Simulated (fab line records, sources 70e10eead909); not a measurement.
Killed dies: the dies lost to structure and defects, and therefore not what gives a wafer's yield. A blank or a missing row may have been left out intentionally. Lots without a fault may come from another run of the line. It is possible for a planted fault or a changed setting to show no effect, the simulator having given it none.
Chamber matching ; flow nand_harc ; NHARC_A_STAIRCASE_ALD_420 on ald_hk-01 has 4 sister chambers
The step deposits SiO2, target thk 20 nm, pulse time 6 s, ald cycles 200. 7 wafers are shown with their chamber, then 10 later ones without.

WAFERS PAIRED WITH THEIR CHAMBERS
wafer;chamber;heater_power_w (W);precursor_pulse_height_rel
L082.1;1;417;1.034
L087.5;0;456;0.986
L089.6;2;422;1.023
L088.4;1;407;0.977
L088.6;3;435;1.002
L091.3;3;445;1.012
L091.5;0;431;1.009

WAFERS MISSING THEIR CHAMBER
wafer;heater_power_w (W);precursor_pulse_height_rel
L091.6;414;1.005
L090.1;440;1.008
L090.2;407;0.984
L090.3;445;1.016
L093.2;426;1.024
L093.4;403;1.017
L093.6;420;0.985
L092.1;412;1.024
L092.3;451;1.053
L092.4;436;0.989

WHICH CHAMBER EACH WENT THROUGH
wafer;from the rows above;in truth
L091.6;can't be placed: 1 or 2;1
L090.1;can't be placed: 3 or 0 or 2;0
L090.2;can't be placed: 1 or 2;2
L090.3;can't be placed: 3 or 0 or 2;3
L093.2;can't be placed: 2 or 3 or 1 or 0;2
L093.4;can't be placed: 1 or 2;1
L093.6;can't be placed: 1 or 2 or 3 or 0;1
L092.1;can't be placed: 1 or 2 or 3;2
L092.3;can't be placed: 3 or 0 or 2 or 1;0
L092.4;can't be placed: 0 or 3 or 2 or 1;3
Placed correctly: 0 of 10. Not placeable from these rows: 10 (in 10, the candidates include the true chamber). Placed wrongly: 0.
How it was worked out, from the rows above alone: a wafer's distance from a chamber is the root of the sum, over the readings, of the square of ((its reading less the chamber's mean) divided by the reading's scatter). The wafer belongs to the nearest chamber; if the next one is less than 2 further off, it can't be placed. A chamber's mean is the mean of its shown wafers. The scatter: the root of (the sum of the squares of (reading less its chamber's mean) over the shown wafers, divided by (wafers less chambers)).
